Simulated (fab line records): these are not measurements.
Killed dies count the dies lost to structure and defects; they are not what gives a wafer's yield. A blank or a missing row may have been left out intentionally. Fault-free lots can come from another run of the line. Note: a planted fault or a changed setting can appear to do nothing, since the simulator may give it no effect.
Comparing a struck lot with a sound one / flow n5_finfet / 14 steps out of a route of 1938
Sound: these wafers, L268.3, L268.4, L268.5. The struck wafers were L281.1, L281.6. The cause is named last.
Each step with rows lists, per side, the tool, then ch with its chambers, then its first start. Under that, the readings that differ: sound wafers / struck wafers / difference of the means / sigmas: that difference in standard deviations of wafers without a fault.
alike: a reading whose means differ by less than 2 such deviations, as well as words and numbers matching on both sides. not compared: withheld readings; readings where some wafer has no value; bounds like >300 that might hide an equal value; numbers whose values overlap and for which the record gives no deviation.
The two part at a step that has a row with sigmas, a row that says differs or no value, or rows on one side only. Numbers that don't overlap but have no deviation are shown without sigmas and don't part them. A reading missing from all wafers of one side parts the sides only when that side holds two or more wafers.

first, 1 step without rows for these wafers: N5_BEOL_M15_PRE_CLEAN_52 (time 15 s).
N5_BEOL_M15_DEP_53: deposits SiCN from 3MS/NH3, target thk 50 nm, time 17.8 s.
  sound on pecvd-04 ch 0,1,2, day 12 12:42; struck on pecvd-04 ch 0, day 15 21:47
  alike: rf_fwd_power_W, showerhead_plenum_p_Torr, throttle_valve_pct
N5_BEOL_M15_RS_MEAS_54: the measuring method here is four-point-probe.
  sound on film_metro-02, day 12 12:46; struck on film_metro-02, day 15 21:53
  alike: M15_RS
N5_BEOL_M15_INSPECT_55: inspects for defects (darkfield).
  sound on defect_inspect-02, day 12 12:49; struck on defect_inspect-01, day 15 21:54
reading=raw_defect_count; sound=102 94 125; struck=56 60; difference=-49; sigmas=-2
N5_BEOL_M15_RC_MEAS_101:
  sound on prober-01 ch 0, day 12 13:08; struck on prober-01 ch 0, day 15 21:56
reading=COMB_M15 (S/m); sound=2.5e-12 2.2e-12 2.7e-12; struck=3.9e-12 3.4e-12; difference=+1.2e-12; sigmas=+2
reading=COMB_M7 (S/m); sound=1.7e-11 2.4e-11 3e-11; struck=3.8e-11 3.8e-11; difference=+1.4e-11; sigmas=+3
reading=SERP_M12 (ohm/um); sound=0.633 0.651 0.651; struck=0.612 0.610; difference=-0.034; sigmas=-2
  alike: COMB_M10, COMB_M11, COMB_M12, COMB_M13, COMB_M14, COMB_M5, COMB_M6, COMB_M8, COMB_M9, SERP_M10, SERP_M11, SERP_M13, SERP_M13_max_site, SERP_M14, SERP_M5, SERP_M6, SERP_M7, SERP_M8, SERP_M9
N5_PASSIVATION_PECVD_00: deposits SiO2 from SiH4/N2O, target thk 200 nm, time 11.2 s.
  sound on pecvd-04 ch 1,2, day 12 13:48; struck on pecvd-04 ch 0, day 15 22:53
  alike: heater_power_w, rf_fwd_power_W, showerhead_plenum_p_Torr, susceptor_temp_C, throttle_valve_pct
then, 3 steps without rows for these wafers: N5_MIM_BOT_DEGAS_01 (time 60 s); N5_MIM_BOT_SPUTTER_00 (material TiN, target thk 35 nm, time 89.7 s); N5_MIM_TOP_ALD_00 (deposits Al2O3, purge time 3 s, co reactant pulse time 3 s).
N5_MIM_TOP_ALD_01: deposits HfO2, target thk 5.6 nm, pulse time 1 s, purge time 3 s.
  sound: ald_hk-01 ch 1,3; struck: ald_hk-01 ch 0,1
  alike: precursor_pulse_height_rel
N5_MIM_TOP_ALD_02: deposits Al2O3, purge time 3 s, co reactant pulse time 3 s.
  sound: ald_hk-01 ch 1,3; struck: ald_hk-01 ch 0,1
  alike: precursor_pulse_height_rel
N5_MIM_TOP_DEGAS_04: time 60 s.
  sound on pvd_sputter-02, day 12 16:03; struck on pvd_sputter-01, day 16 01:23
reading=heater_power_w (W); sound=330 434 345; struck=551 455; difference=+133; sigmas=+3
  alike: susceptor_temp_C
N5_MIM_TOP_SPUTTER_03: material TiN, target thk 35 nm, time 89.7 s.
  sound on pvd_sputter-02, day 12 16:05; struck on pvd_sputter-01, day 16 01:25
reading=susceptor_temp_C (C); sound=199.85 199.66 199.89; struck=- -; difference=no value on the struck wafers; sigmas=
reading=model.TiN_of_MIM_TOP_SPUTTER_03.thk_nm (nm); sound=35.2 35.2 35.4; struck=28 28; difference=-7; sigmas=
  alike: throttle_valve_pct
then, 1 step without rows for these wafers: N5_MIM_TOP_LITHO_HMDS_01 (time 60 s).

WHERE THEY PART
Earliest at N5_BEOL_M15_INSPECT_55; latest, in this record, at N5_MIM_TOP_SPUTTER_03.

WHY: whatever the simulator had introduced
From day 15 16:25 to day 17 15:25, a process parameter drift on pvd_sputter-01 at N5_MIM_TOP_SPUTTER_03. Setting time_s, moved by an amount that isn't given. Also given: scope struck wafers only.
